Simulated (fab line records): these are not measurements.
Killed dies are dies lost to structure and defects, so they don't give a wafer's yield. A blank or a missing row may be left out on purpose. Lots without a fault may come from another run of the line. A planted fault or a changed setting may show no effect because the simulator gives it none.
Chamber matching -- flow n5_finfet -- cmp-04 running N5_GATE_CUT_CMP_61: 4 sister chambers
The step polishes, stops on SiNx, t overpolish 3 s. 39 wafers are shown with their chamber, then 12 later ones without.

## EACH WAFER AND ITS CHAMBER
wafer,chamber,motor_current_A (A),edge_zone_pressure_frac
L075.3,1,10.9,1.000
L075.5,1,11.3,1.001
L075.6,0,12.9,0.999
L078.1,3,10.5,1.009
L078.4,0,13.5,1.010
L078.5,2,10.1,1.004
L079.2,2,10.3,1.007
L079.4,1,10.4,1.000
L079.6,3,10.6,0.996
L080.1,2,9.9,1.000
L080.2,3,10.9,0.993
L080.5,3,9.1,1.004
L081.1,0,13.4,1.006
L081.2,1,11.1,0.996
L081.5,3,10.9,0.996
L082.2,2,10.2,1.008
L082.4,3,10.1,1.003
L082.5,0,13.3,0.996
L084.1,3,10.6,0.998
L084.4,1,10.4,1.001
L084.5,2,10.4,0.995
L085.2,3,10.2,0.998
L085.5,0,13.0,1.004
L085.6,1,10.8,1.000
L086.1,3,10.6,1.000
L086.3,2,10.9,0.994
L086.4,1,10.7,1.001
L088.1,0,13.5,1.004
L088.2,3,10.8,0.998
L088.3,2,10.1,1.007
L089.1,2,9.9,1.004
L089.4,3,10.5,1.000
L089.6,1,11.1,0.998
L090.1,2,10.5,0.999
L090.4,1,10.5,0.998
L090.5,2,9.9,1.006
L092.1,1,11.3,0.998
L092.4,2,9.5,1.004
L092.5,3,10.0,1.002

SIGNATURES (averages over the wafers above)
reading,chamber 0,chamber 1,chamber 2,chamber 3,scatter within a chamber
motor_current_A,13.267,10.850,10.155,10.400,0.399
edge_zone_pressure_frac,1.00317,0.99930,1.00255,0.99975,0.00411
Rule: a wafer's distance from a chamber is the root of the sum, over the readings, of the square of ((its reading less the chamber's mean) divided by the reading's scatter). If the next closest chamber is less than 2 further off than the closest, the wafer can't be placed; otherwise it belongs to the closest. How the scatter is found: for the shown wafers, subtract from each reading the mean of its chamber, square and add these, divide the total by (wafers less chambers), then take the root.

## WAFERS WHOSE CHAMBER IS MISSING
wafer,motor_current_A (A),edge_zone_pressure_frac
L094.1,10.5,1.002
L094.5,9.9,1.002
L094.6,10.4,1.000
L095.3,10.2,0.992
L095.5,9.9,0.995
L095.6,10.9,0.998
L096.1,13.0,0.995
L096.3,10.4,1.000
L096.5,12.9,0.996
L097.2,12.9,1.007
L097.4,11.1,0.997
L097.6,9.8,0.998

## WHICH CHAMBER EACH ONE RAN IN
wafer,from the rows above,in truth
L094.1,can't be placed: 3 or 2 or 1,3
L094.5,can't be placed: 2 or 3 or 1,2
L094.6,can't be placed: 3 or 2 or 1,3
L095.3,can't be placed: 3 or 1 or 2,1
L095.5,can't be placed: 3 or 2 or 1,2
L095.6,can't be placed: 1 or 3 or 2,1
L096.1,0,0
L096.3,can't be placed: 3 or 2 or 1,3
L096.5,0,0
L097.2,0,0
L097.4,can't be placed: 1 or 3 or 2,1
L097.6,can't be placed: 2 or 3 or 1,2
3 of 12 placed correctly. These rows do not allow placing 9 (true chamber among the candidates in 9). Wrongly placed: 0.
